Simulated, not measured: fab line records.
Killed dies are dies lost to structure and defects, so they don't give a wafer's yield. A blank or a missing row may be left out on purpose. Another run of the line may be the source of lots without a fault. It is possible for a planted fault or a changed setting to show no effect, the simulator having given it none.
Chamber matching / flow nand harc / NHARC_A_BONDPAD_DESCUM_11 on rie diel-09: 4 sister chambers
The step chemistry O2, time 3 s. 4 wafers are shown with their chamber, then 9 later ones without.

== EACH WAFER AND ITS CHAMBER ==
wafer=L378.5; chamber=0; throttle valve pct (%)=11.315
wafer=L382.2; chamber=3; throttle valve pct (%)=11.322
wafer=L382.5; chamber=1; throttle valve pct (%)=11.325
wafer=L382.6; chamber=2; throttle valve pct (%)=11.312

== WAFERS WITHOUT THEIR CHAMBER ==
wafer=L384.3; throttle valve pct (%)=11.314
wafer=L384.5; throttle valve pct (%)=11.334
wafer=L384.6; throttle valve pct (%)=11.311
wafer=L387.2; throttle valve pct (%)=11.324
wafer=L387.3; throttle valve pct (%)=11.320
wafer=L387.6; throttle valve pct (%)=11.310
wafer=L388.1; throttle valve pct (%)=11.318
wafer=L388.2; throttle valve pct (%)=11.302
wafer=L388.4; throttle valve pct (%)=11.319

== THE CHAMBER EACH PASSED THROUGH ==
wafer=L384.3; from the rows above=can't be placed: 0 or 2 or 3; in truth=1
wafer=L384.5; from the rows above=can't be placed: 1 or 3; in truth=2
wafer=L384.6; from the rows above=can't be placed: 2 or 0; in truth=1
wafer=L387.2; from the rows above=can't be placed: 1 or 3 or 0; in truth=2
wafer=L387.3; from the rows above=can't be placed: 3 or 1 or 0 or 2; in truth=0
wafer=L387.6; from the rows above=can't be placed: 2 or 0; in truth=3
wafer=L388.1; from the rows above=can't be placed: 0 or 3 or 2 or 1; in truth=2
wafer=L388.2; from the rows above=can't be placed: 2 or 0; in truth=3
wafer=L388.4; from the rows above=can't be placed: 3 or 0 or 1 or 2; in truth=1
Placed correctly: 0 of 9. Not placeable from these rows: 9 (in 3, the candidates include the true chamber). 0 placed wrongly.
How it was worked out, from the rows above alone: a wafer's distance from a chamber is the root of the sum, over the readings, of the square of ((its reading less the chamber's mean) divided by the reading's scatter). If the next closest chamber is less than 2 further off than the closest, the wafer can't be placed; otherwise it belongs to the closest. Each chamber's mean is taken over the wafers shown for it. The scatter (one wafer shown for each chamber): square how far every hidden wafer sits from the nearest shown wafer, average those squares and take the square root.
